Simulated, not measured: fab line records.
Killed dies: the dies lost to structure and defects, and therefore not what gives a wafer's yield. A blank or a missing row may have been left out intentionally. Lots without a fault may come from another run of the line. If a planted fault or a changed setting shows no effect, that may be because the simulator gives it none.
Comparing a struck lot with a sound one + flow n5 finfet + 37 out of 1938 route steps
Sound: the wafers L420.2, L420.4, L420.6. Struck: wafers L410.1, L410.2, L410.5. At the end, the cause is stated.
Each step with rows lists, per side, the tool, then ch with its chambers, then its first start. Under that, the readings that differ: sound wafers + struck wafers + difference of the means + sigmas: that difference in standard deviations of wafers without a fault.
alike: readings whose means differ by less than 2 such deviations, and words and numbers that are the same on both sides. not compared: withheld readings, readings that some wafer has no value for, bounds like >300 that may hide the same value, and numbers for which the record gives no deviation and whose values overlap.
A row with sigmas, a row that says differs or no value, or rows on one side alone: a step with any of these is where the two part. Non-overlapping numbers with no deviation appear without sigmas and do not part them. A reading that every wafer of one side lacks parts them only if that side has two wafers or more.

first, 10 steps without rows for these wafers: N5_SDB_DESCUM_16 (chemistry O2, time 7.9 s); N5_SDB_ETCH_17 (etches SiARC in CF4, target depth 23.4 nm, time 39 s); N5_SDB_ETCH_18 (etches SOC in N2/H2, target depth 100 nm, overetch 20 nm, time 150 s); N5_SDB_STRIP_19 (strips in N2/H2); N5_SDB_STRIP_21 (strips in CF4); N5_SDB_HM_OPEN_20 (chemistry CH3F/O2, target SiNx, stops on poly-Si, target depth 24 nm); N5_SDB_STRIP_22 (strips in N2/H2); N5_SDB_PRECLEAN_23 (cleans in dHF, time 30 s); N5_SDB_DUMMY_REMOVE_24 (chemistry TMAH, target poly-Si, stops on SiO2, target depth 142 nm, time 57 s, rinse time 30 s); N5_SDB_ETCH_25 (etches SiO2 in C4F6/O2, target depth 10 nm, time 3.3 s).
N5_SDB_CUT_ETCH_26: etches Si in HBr/Cl2/O2, target depth 129.6 nm, bt time 20 s, time 51.8 s.
  sound on rie si-06 ch 0,1,3, day 7 03:03; struck on rie si-01 ch 0,2, day 4 12:22
  alike: drypump motor current A, oes product au, throttle valve pct
  not compared: rf hours counter h
then, 25 steps without rows for these wafers: N5_SDB_PRECLEAN_38 (cleans in dHF, time 10 s); N5_SDB_PRECLEAN_39 (cleans in O3/DIW, time 45 s); N5_SDB_SRD_28 (time 30 s); N5_SDB_ALD_29 (deposits SiNx, target thk 30 nm, pulse time 1 s, ald cycles 600); N5_SDB_CMP_30 (polishes, stops on poly-Si, t overpolish 1.54 s, target thk 30 nm); N5_DUMMY_REMOVAL_HM_STRIP_01 (strips SiNx in CH3F/O2, stops on poly-Si, target depth 4 nm, time 6.8 s); N5_DUMMY_REMOVAL_STRIP_10 (strips in N2/H2, time 40 s); N5_DUMMY_REMOVAL_PRECLEAN_07 (cleans in dHF, time 30 s); N5_DUMMY_REMOVAL_DUMMY_REMOVE_02 (chemistry TMAH, target poly-Si, stops on SiO2, target depth 142 nm, time 57 s, rinse time 30 s); N5_DUMMY_REMOVAL_PRECLEAN_08 (cleans in NF3:NH3, afs cycles 2, time 20 s, sublimation time 60 s); N5_DUMMY_REMOVAL_PRECLEAN_04 (cleans in DHF, time 37 s); N5_DUMMY_REMOVAL_SRD_05 (time 30 s); N5_HKMG_FIN_IL_REGROW_00 (material SiO2, chemistry O3, target thk 0.75 nm, time 30 s); N5_HKMG_FIN_HK_ALD_01 (deposits HfO2, target thk 1.6 nm, pulse time 3 s, purge time 3 s); N5_HKMG_FIN_HK_ANNEAL_02 (time 30 s); N5_HKMG_FIN_ALD_74 (deposits La2O3, target thk 0.5 nm, pulse time 6 s, co reactant pulse time 1 s); N5_HKMG_FIN_ALD_75 (deposits Al2O3, target thk 1 nm, co reactant pulse time 1 s); N5_HKMG_FIN_COAT_41 (time 60 s, resist thk 300 nm); N5_HKMG_FIN_COAT_42 (time 60 s, resist thk 35 nm); N5_HKMG_FIN_COAT_43 (resist thk 90 nm); N5_HKMG_FIN_EBR_45; N5_HKMG_FIN_SOFTBAKE_44 (time 60 s); N5_HKMG_FIN_EXPOSE_46 (exposes mask NDIPOLE); N5_HKMG_FIN_PEB_47 (peb time 60 s); N5_HKMG_FIN_DEVELOP_48 (develop time 30 s).
-- a jump in the record: the struck wafers' starts before and after are 9 days apart (it breaks off in module HKMG_FIN and resumes in module PASSIVATION, where the first step shown is number 1936 of the route) --
N5_PASSIVATION_PROBE_49:
  sound: prober-01 at day 15 15:50; struck: prober-01 at day 13 22:30
| reading                  | sound          | struck         | difference | sigmas |
|--------------------------|----------------|----------------|------------|--------|
| defect limited yield (%) | 90.0 90.3 90.2 | 81.6 85.2 83.6 | -6.7       | -5     |
| killed at front end      | 48 46 52       | 158 133 138    | +94        | +10    |
| killed dies              | 118 115 116    | 217 175 193    | +79        | +5     |
| killed on rim            | 17 20 8        | 23 26 28       | +11        | +3     |
| sort_bin_5_function (%)  | 6.0 6.6 6.1    | 11.6 9.4 10.7  | +4.3       | +5     |
| sort n pass              | 1062 1065 1064 | 963 1005 987   | -79        | -3     |
| sort yield pct (%)       | 90.0 90.3 90.2 | 81.6 85.2 83.6 | -6.7       | -4     |
  alike: killed_at_M0_to_M3, killed_at_M4_up, killed at contacts, killed at other, killed open, killed short, sort_bin_6_memory

WHERE THEY PART
N5_PASSIVATION_PROBE_49 only, going by this record.

WHY: whatever the simulator had introduced
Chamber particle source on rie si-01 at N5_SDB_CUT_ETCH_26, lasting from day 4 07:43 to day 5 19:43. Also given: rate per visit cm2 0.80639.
